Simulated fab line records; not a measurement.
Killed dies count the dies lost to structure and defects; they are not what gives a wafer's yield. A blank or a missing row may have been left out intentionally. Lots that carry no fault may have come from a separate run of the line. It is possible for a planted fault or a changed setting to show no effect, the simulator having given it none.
fab line records | flow n5_finfet
record lots=9 | wafers=27 | last_day=19
route steps=1938 shown START@1 WELL_APT@48 PMOS_HMC_CHANNEL_EPI@66 BEOL_M4@1111
lots that met no fault: taken from a fault-free run of the same line
start_h: hours from the record's first day to the start of the lot's first wafer shown | wait_h: hours since the lot's step before | " repeats the value in the row above | L1.1+2: a row that stands for several wafers | - either no value or no given start | * or withheld: withheld | < > ~ a bound
route shown NAME@n: a module of which the file shows steps, and the number in the route of the first | usual: average and standard deviation across the fault-free wafers | same: alike in all rows | chamber/n: place in a boat | sites: per-site readings | _std_site: the values' standard deviation | _edge_site: outer sites' mean less inner sites' | radius_mm: how far each site lies from the wafer's centre | mask NAME#n: copy n | behind: the last tool/chamber to shape the wafer | hold: why the lot was held/for how many hours/how that ended | device: transistor that didn't switch, given as n, p or np | end of line: at the end of the route, the tests of the same wafers | a step with no rows: only its recipe | killed: dies that structure and defects cost at the first sort, which is not the same as the wafer's yield | map: dies across one wafer; x = killed, . = not, _ = none there
set.NAME: the setting the step ran with; set.NAME@STEP: the setting that earlier step ran with | model.NAME: the simulator's own value behind a step, which no gauge read
the route's steps for a sample of lots (tables are steps, rows are wafers)
services: the hour from which a tool's chamber was out of use, counted from the record's first day as start_h (under 0 if before that day), plus the number of hours and why
## steps
# step N5_START_INSPECT_01
# recipe inspect_instrument=unpatterned_scan | mode=incoming
# usual raw_defect_count=6.0/2.5
lot.wafer | tool              | chamber | start_h | wait_h | raw_defect_count
L937.1    | defect_inspect-02 | -       | 12.03   | -      | 10
L937.2    | "                 | -       | "       | "      | 5
L937.3    | "                 | -       | "       | "      | 6
L939.1    | defect_inspect-02 | -       | 24.03   | -      | 5
L939.5    | "                 | -       | "       | "      | 4
L939.6    | "                 | -       | "       | "      | 2
L941.2    | defect_inspect-02 | -       | 36.20   | -      | 10
L941.5    | "                 | -       | "       | "      | 6
L941.6    | "                 | -       | "       | "      | 3
L943.1    | defect_inspect-02 | -       | 48.03   | -      | 9
L943.2    | "                 | -       | "       | "      | 9
L943.6    | "                 | -       | "       | "      | 8
L945.1    | defect_inspect-01 | -       | 60.03   | -      | 12
L945.2    | "                 | -       | "       | "      | 5
L945.6    | "                 | -       | "       | "      | 4
L946.1    | defect_inspect-01 | -       | 66.03   | -      | 2
L946.3    | "                 | -       | "       | "      | 6
L946.5    | "                 | -       | "       | "      | 7
L951.1    | defect_inspect-01 | -       | 96.03   | -      | 4
L951.2    | "                 | -       | "       | "      | 8
L951.5    | "                 | -       | "       | "      | 2
L958.2    | defect_inspect-01 | -       | 138.03  | -      | 5
L958.5    | "                 | -       | "       | "      | 2
L958.6    | "                 | -       | "       | "      | 3
L960.2    | defect_inspect-01 | -       | 150.03  | -      | 4
L960.4    | "                 | -       | "       | "      | 6
L960.6    | "                 | -       | "       | "      | 8
# step N5_WELL_APT_IMPLANT_32
# recipe species=BF2 | energy_kev=50 | dose_cm2=2e+13 | tilt_deg=0 | rotation_deg=0
# usual beam_energy_keV=49.999/0.014
lot.wafer | tool         | chamber | start_h | wait_h | beam_energy_keV
L937.1    | implanter-02 | 0       | 15.98   | 0.1    | 50.003
L937.2    | "            | 0       | "       | "      | 50.022
L937.3    | "            | 0       | "       | "      | 49.999
L939.1    | implanter-01 | 0       | 28.45   | 0.1    | 50.005
L939.5    | "            | 0       | "       | "      | 50.011
L939.6    | "            | 0       | "       | "      | 50.013
L941.2    | implanter-01 | 0       | 39.81   | 0.1    | 49.984
L941.5    | "            | 0       | "       | "      | 49.978
L941.6    | "            | 0       | "       | "      | 49.980
L943.1    | implanter-01 | 0       | 51.94   | 0.1    | 79.885
L943.2    | "            | 0       | "       | "      | 79.860
L943.6    | "            | 0       | "       | "      | 79.877
L945.1    | implanter-01 | 0       | 63.21   | 0.1    | 79.873
L945.2    | "            | 0       | "       | "      | 79.859
L945.6    | "            | 0       | "       | "      | 79.884
L946.1    | implanter-02 | 0       | 69.20   | 0.1    | 50.004
L946.3    | "            | 0       | "       | "      | 49.989
L946.5    | "            | 0       | "       | "      | 50.004
L951.1    | implanter-02 | 0       | 99.34   | 0.1    | 49.984
L951.2    | "            | 0       | "       | "      | 50.004
L951.5    | "            | 0       | "       | "      | 50.008
L958.2    | implanter-01 | 0       | 141.40  | 0.1    | 49.998
L958.5    | "            | 0       | "       | "      | 49.991
L958.6    | "            | 0       | "       | "      | 49.985
L960.2    | implanter-01 | 0       | 153.20  | 0.1    | 49.991
L960.4    | "            | 0       | "       | "      | 49.988
L960.6    | "            | 0       | "       | "      | 50.008
# step N5_PMOS_HMC_CHANNEL_EPI_OVL_MEAS_10
# recipe points_per_wafer=44
# usual PMOS_HMC_BLK_OVL=0.2/0.72
lot.wafer | tool       | chamber | start_h | wait_h | PMOS_HMC_BLK_OVL[nm]
L937.1    | overlay-01 | 0       | 17.96   | 0.0    | 0.0
L937.2    | "          | 0       | "       | "      | -0.2
L937.3    | "          | 0       | "       | "      | 0.6
L939.1    | overlay-01 | 0       | 30.28   | 0.0    | 0.5
L939.5    | "          | 0       | "       | "      | -0.2
L939.6    | "          | 0       | "       | "      | 0.1
L941.2    | overlay-02 | 0       | 41.64   | 0.0    | -0.1
L941.5    | "          | 0       | "       | "      | 0.6
L941.6    | "          | 0       | "       | "      | 0.2
L943.1    | overlay-01 | 0       | 53.85   | 0.0    | -0.4
L943.2    | "          | 0       | "       | "      | -0.1
L943.6    | "          | 0       | "       | "      | 0.4
L945.1    | overlay-01 | 0       | 65.53   | 0.0    | 0.2
L945.2    | "          | 0       | "       | "      | -0.4
L945.6    | "          | 0       | "       | "      | 0.7
L946.1    | overlay-01 | 0       | 71.25   | 0.0    | 0.8
L946.3    | "          | 0       | "       | "      | 0.7
L946.5    | "          | 0       | "       | "      | -0.1
L951.1    | overlay-01 | 0       | 101.25  | 0.0    | 0.9
L951.2    | "          | 0       | "       | "      | 0.1
L951.5    | "          | 0       | "       | "      | 0.3
L958.2    | overlay-01 | 0       | 143.11  | 0.0    | 0.3
L958.5    | "          | 0       | "       | "      | -0.1
L958.6    | "          | 0       | "       | "      | 0.0
L960.2    | overlay-02 | 0       | 155.02  | 0.1    | 2.0
L960.4    | "          | 0       | "       | "      | 1.0
L960.6    | "          | 0       | "       | "      | 1.4
# step N5_PMOS_HMC_CHANNEL_EPI_STRIP_33
# recipe chemistry=N2/H2 | power_w=500 | temp_c=40 | pressure_mtorr=50 | rf_frequency_hz=6e+07 | overash_fraction=0.3 | bias_power_w=8 | h2_frac=0.5 | n2_flow_sccm=300 | h2_flow_sccm=300
# usual bias_power_w=7.998/0.021 | drypump_motor_current_A=5.55/0.29 | oes_product_au=0.80/0.083 | rf_vpp_V=54.3/1.7 | showerhead_plenum_p_Torr=3.36/0.12 | throttle_valve_pct=18.9/0.37
lot.wafer | tool        | chamber | start_h | wait_h | bias_power_w | drypump_motor_current_A | oes_product_au | rf_hours_counter_h | rf_vpp_V | showerhead_plenum_p_Torr | throttle_valve_pct
L937.1    | rie_diel-06 | 0       | 18.23   | 0.0    | 7.993        | 5.47                    | 1.01           | 1                  | 57.4     | 3.44                     | 18.5
L937.2    | "           | 2       | "       | "      | 8.001        | 6.00                    | 0.84           | 58                 | 55.0     | 3.56                     | 19.3
L937.3    | "           | 1       | "       | "      | 8.018        | 5.99                    | 0.68           | 233                | 54.1     | 3.45                     | 19.3
L939.1    | rie_diel-01 | 1       | 30.90   | 0.0    | 7.969        | 5.59                    | 0.76           | 168                | 56.5     | 3.49                     | 19.0
L939.5    | "           | 2       | "       | "      | 8.025        | 5.71                    | 0.75           | -                  | 53.4     | 3.36                     | 19.1
L939.6    | "           | 3       | "       | "      | 7.989        | 5.65                    | 0.82           | -                  | 54.0     | 3.27                     | 19.0
L941.2    | rie_diel-06 | 2       | 42.06   | 0.0    | 8.014        | 5.93                    | 0.84           | 65                 | 55.6     | 3.55                     | 19.2
L941.5    | "           | 2       | "       | "      | 8.005        | 5.92                    | 0.84           | -                  | 57.7     | 3.55                     | 19.3
L941.6    | "           | 1       | "       | "      | 8.029        | 6.02                    | 0.67           | -                  | 54.3     | 3.44                     | 19.3
L943.1    | rie_diel-01 | 2       | 54.04   | 0.0    | 7.982        | 5.70                    | 0.74           | 173                | 56.6     | 3.35                     | 19.1
L943.2    | "           | 0       | "       | "      | 7.989        | 5.08                    | 0.87           | 39                 | 56.1     | 3.41                     | 18.8
L943.6    | "           | 2       | "       | "      | 7.997        | 5.68                    | 0.76           | -                  | 53.2     | 3.35                     | 19.1
L945.1    | rie_diel-06 | 1       | 65.77   | 0.0    | 8.024        | 5.99                    | 0.67           | 248                | 56.5     | 3.44                     | 19.3
L945.2    | "           | 0       | "       | "      | 8.009        | 5.45                    | 0.95           | 16                 | 59.4     | 3.43                     | 18.5
L945.6    | "           | 0       | "       | "      | 7.991        | 5.48                    | 0.96           | -                  | 52.1     | 3.43                     | 18.5
L946.1    | rie_diel-06 | 3       | 71.44   | 0.0    | 7.989        | 5.09                    | 0.76           | 178                | 56.2     | 3.21                     | 19.1
L946.3    | "           | 2       | "       | "      | 7.986        | 5.94                    | 0.82           | 74                 | 55.8     | 3.55                     | 19.3
L946.5    | "           | 3       | "       | "      | 7.981        | 5.08                    | 0.75           | -                  | 53.5     | 3.21                     | 19.1
L951.1    | rie_diel-03 | 1       | 101.64  | 0.0    | 7.985        | 5.21                    | 0.80           | 112                | 56.1     | 3.11                     | 18.3
L951.2    | "           | 3       | "       | "      | 8.013        | 5.74                    | 0.72           | 199                | 53.5     | 3.34                     | 19.2
L951.5    | "           | 3       | "       | "      | 8.027        | 5.69                    | 0.71           | -                  | 54.5     | 3.34                     | 19.2
L958.2    | rie_diel-03 | 2       | 143.30  | 0.0    | 7.980        | 5.30                    | 0.74           | 159                | 56.2     | 3.35                     | 19.4
L958.5    | "           | 0       | "       | "      | 8.010        | 5.56                    | 0.74           | -                  | 56.1     | 3.33                     | 18.3
L958.6    | "           | 3       | "       | "      | 8.006        | 5.70                    | 0.70           | -                  | 53.5     | 3.33                     | 19.3
L960.2    | rie_diel-03 | 1       | 155.22  | 0.0    | 7.979        | 5.22                    | 0.78           | 128                | 57.2     | 3.10                     | 18.4
L960.4    | "           | 1       | "       | "      | 8.006        | 5.24                    | 0.78           | -                  | 52.6     | 3.10                     | 18.4
L960.6    | "           | 3       | "       | "      | 7.966        | 5.73                    | 0.71           | -                  | 54.7     | 3.33                     | 19.3
# step N5_BEOL_M4_RC_MEAS_101
# usual CJ_N=4.33/0.082 | DIBL_N=35.9/1.3 | DIBL_P=35.9/1.5 | IOFF_N=0.152/0.023 | IOFF_N_LONG=5.52e-05/2e-06 | IOFF_P=0.204/0.027 | ION_N=673/9.2 | ION_P=462/6.7 | RS_PWELL=2999/22 | SS_N=71.4/0.48 | SS_P=73.2/0.55 | VT_N=250.3/2.6 | VT_P=-250.6/3
lot.wafer | tool      | chamber | start_h | wait_h | CJ_N | DIBL_N[mV/V] | DIBL_P[mV/V] | IOFF_N[nA/um] | IOFF_N_LONG[nA/um] | IOFF_P[nA/um] | ION_N[uA/um] | ION_P[uA/um] | RS_PWELL[ohm/sq] | SS_N[mV/dec] | SS_P[mV/dec] | VT_N[mV] | VT_P[mV]
L937.1    | prober-02 | 0       | 180.88  | 0.0    | 4.32 | 35.2         | 35.1         | 0.120         | 5.41e-05           | 0.163         | 662          | 455          | 2985             | 70.9         | 72.3         | 255.4    | -253.8
L937.2    | "         | 0       | "       | "      | 4.33 | 37.0         | 38.1         | 0.155         | 5.36e-05           | 0.207         | 671          | 468          | 3038             | 71.2         | 72.6         | 251.9    | -251.8
L937.3    | "         | 0       | "       | "      | 4.29 | 37.2         | 37.3         | 0.149         | 5.42e-05           | 0.193         | 659          | 450          | 2990             | 71.6         | 73.2         | 250.1    | -251.3
L939.1    | prober-02 | 0       | 188.38  | 0.0    | 4.44 | 33.8         | 34.7         | 0.143         | 5.88e-05           | 0.199         | 667          | 461          | 3013             | 71.0         | 72.4         | 250.9    | -250.0
L939.5    | "         | 0       | "       | "      | 4.42 | 33.5         | 34.5         | 0.133         | 5.85e-05           | 0.186         | 672          | 464          | 2987             | 71.5         | 72.5         | 250.1    | -250.8
L939.6    | "         | 0       | "       | "      | 4.36 | 33.9         | 35.1         | 0.139         | 5.71e-05           | 0.199         | 663          | 464          | 2995             | 70.9         | 72.8         | 250.9    | -250.2
L941.2    | prober-01 | 0       | 213.20  | 0.2    | 4.32 | 36.6         | 36.6         | 0.135         | 5.21e-05           | 0.175         | 670          | 456          | 3035             | 71.2         | 72.8         | 253.0    | -253.4
L941.5    | "         | 0       | "       | "      | 4.37 | 35.3         | 34.7         | 0.122         | 5.25e-05           | 0.159         | 676          | 453          | 3024             | 70.6         | 72.6         | 253.1    | -254.0
L941.6    | "         | 0       | "       | "      | 4.33 | 37.3         | 38.1         | 0.162         | 5.22e-05           | 0.214         | 685          | 469          | 3035             | 71.8         | 73.6         | 251.9    | -250.3
L943.1    | prober-02 | 0       | 230.87  | 0.0    | 2.90 | 38.7         | 35.2         | 0.195         | 4.74e-05           | 0.217         | 671          | 462          | 2539             | 73.2         | 73.5         | 251.5    | -248.6
L943.2    | "         | 0       | "       | "      | 2.80 | 38.5         | 36.9         | 0.199         | 4.85e-05           | 0.244         | 676          | 464          | 2520             | 72.9         | 74.2         | 247.2    | -249.5
L943.6    | "         | 0       | "       | "      | 2.87 | 38.7         | 34.5         | 0.213         | 4.8e-05            | 0.198         | 665          | 449          | 2524             | 74.2         | 72.5         | 252.0    | -251.8
L945.1    | prober-01 | 0       | 238.39  | 0.0    | 2.90 | 37.8         | 35.5         | 0.203         | 5.22e-05           | 0.209         | 693          | 467          | 2592             | 72.7         | 73.1         | 244.9    | -248.9
L945.2    | "         | 0       | "       | "      | 2.87 | 38.8         | 37.4         | 0.220         | 5.14e-05           | 0.233         | 686          | 468          | 2602             | 72.7         | 74.2         | 244.6    | -249.6
L945.6    | "         | 0       | "       | "      | 2.90 | 38.2         | 36.7         | 0.211         | 5.25e-05           | 0.224         | 696          | 469          | 2564             | 71.3         | 73.0         | 246.2    | -248.3
L946.1    | prober-02 | 0       | 267.07  | 0.0    | 4.46 | 35.7         | 35.5         | 0.134         | 5.68e-05           | 0.188         | 669          | 455          | 3003             | 71.1         | 72.7         | 249.5    | -249.6
L946.3    | "         | 0       | "       | "      | 4.42 | 35.0         | 35.2         | 0.127         | 5.55e-05           | 0.198         | 665          | 460          | 3014             | 70.7         | 72.8         | 251.2    | -248.8
L946.5    | "         | 0       | "       | "      | 4.36 | 35.9         | 36.2         | 0.143         | 5.62e-05           | 0.209         | 681          | 461          | 3034             | 71.7         | 73.8         | 248.9    | -248.1
L951.1    | prober-01 | 0       | 271.93  | 0.0    | 4.51 | 33.9         | 35.3         | 0.152         | 5.79e-05           | 0.208         | 688          | 474          | 2982             | 71.3         | 72.8         | 248.7    | -248.8
L951.2    | "         | 0       | "       | "      | 4.47 | 34.1         | 36.2         | 0.156         | 5.72e-05           | 0.231         | 682          | 474          | 2999             | 71.0         | 73.3         | 250.0    | -245.6
L951.5    | "         | 0       | "       | "      | 4.46 | 33.2         | 34.6         | 0.136         | 5.79e-05           | 0.201         | 681          | 471          | 3000             | 70.4         | 72.7         | 250.0    | -249.4
L958.2    | prober-02 | 0       | 313.59  | 0.2    | 4.35 | 35.1         | 35.8         | 0.128         | 5.21e-05           | 0.167         | 669          | 455          | 2976             | 71.1         | 73.3         | 255.3    | -254.2
L958.5    | "         | 0       | "       | "      | 4.32 | 35.0         | 36.8         | 0.132         | 5.17e-05           | 0.175         | 668          | 454          | 2984             | 71.7         | 73.4         | 253.2    | -253.3
L958.6    | "         | 0       | "       | "      | 4.36 | 35.1         | 36.6         | 0.138         | 5.23e-05           | 0.171         | 672          | 456          | 2967             | 71.8         | 73.2         | 252.9    | -257.5
L960.2    | prober-02 | 0       | 334.79  | 0.2    | 4.40 | 35.3         | 34.3         | 0.134         | 5.59e-05           | 0.219         | 657          | 466          | 2976             | 71.6         | 73.2         | 252.8    | -247.0
L960.4    | "         | 0       | "       | "      | 4.38 | 35.2         | 34.4         | 0.130         | 5.56e-05           | 0.216         | 667          | 471          | 3015             | 71.4         | 72.1         | 249.9    | -247.9
L960.6    | "         | 0       | "       | "      | 4.31 | 35.9         | 35.3         | 0.146         | 5.55e-05           | 0.240         | 678          | 477          | 3021             | 71.1         | 73.7         | 251.0    | -244.7
## services
tool         | chamber | start_h | hours | kind
rie_diel-06  | 0       | -2.69   | -     | clean
rie_diel-06  | 0       | -2.69   | -     | consumable_replace:focus_ring
rie_diel-06  | 0       | -2.69   | 18.4  | scheduled_down
rie_diel-06  | 0       | -2.69   | 18.4  | vent_cycle
rie_diel-01  | 2       | 0.33    | 15.5  | repair
implanter-01 | -       | 3.78    | 2.2   | repair
implanter-02 | -       | 33.76   | 6.1   | repair
implanter-01 | -       | 58.91   | 0.5   | repair
rie_diel-06  | 1       | 71.11   | -     | clean
rie_diel-06  | 1       | 71.11   | -     | consumable_replace:focus_ring
rie_diel-06  | 1       | 71.11   | 17.6  | scheduled_down
rie_diel-06  | 1       | 71.11   | 17.6  | vent_cycle
implanter-01 | -       | 72.68   | 21.2  | pm
rie_diel-03  | 3       | 91.98   | 1.4   | repair
rie_diel-03  | -       | 110.52  | 4.3   | pm
rie_diel-03  | 0       | 122.22  | 3.0   | repair
rie_diel-03  | 0       | 125.87  | 9.6   | repair
rie_diel-01  | 0       | 135.30  | 1.6   | repair
implanter-02 | -       | 140.28  | 2.4   | pm
rie_diel-06  | 2       | 146.56  | 6.0   | repair
rie_diel-03  | 2       | 152.31  | 9.3   | repair
## key
first_sign step=N5_WELL_APT_IMPLANT_32 | reading=beam_energy_keV | direction=up | sigmas=99+ | usual=49.999 | struck=79.873
effect step=N5_BEOL_M4_RC_MEAS_101 | reading=RS_PWELL | direction=down | sigmas=20 | usual=2999 | struck=2557
effect step=N5_BEOL_M4_RC_MEAS_101 | reading=CJ_N | direction=down | sigmas=18 | usual=4.33 | struck=2.87
effect step=N5_BEOL_M4_RC_MEAS_101 | reading=SS_N | direction=up | sigmas=3.1 | usual=71.4 | struck=72.8 | wafers_moved=5
effect step=N5_BEOL_M4_RC_MEAS_101 | reading=IOFF_N_LONG | direction=down | sigmas=2.6 | usual=5.52e-05 | struck=5e-05
effect step=N5_BEOL_M4_RC_MEAS_101 | reading=IOFF_N | direction=up | sigmas=2.4 | usual=0.152 | struck=0.207 | wafers_moved=3
effect step=N5_BEOL_M4_RC_MEAS_101 | reading=DIBL_N | direction=up | sigmas=1.9 | usual=35.9 | struck=38.4
met_at N5_WELL_APT_IMPLANT_32
struck_lots L943,L945
not_acting_at N5_START_INSPECT_01,N5_PMOS_HMC_CHANNEL_EPI_OVL_MEAS_10,N5_PMOS_HMC_CHANNEL_EPI_STRIP_33
onset_between 39.81 51.94
fault kind=process_parameter_drift | tool=implanter-01 | chamber=- | onset_h=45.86 | steps=N5_WELL_APT_IMPLANT_32 | channel=energy_kev | offset=29.868 | shape=step | end_h=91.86 | acts_in=these_recipes_only | stated=50
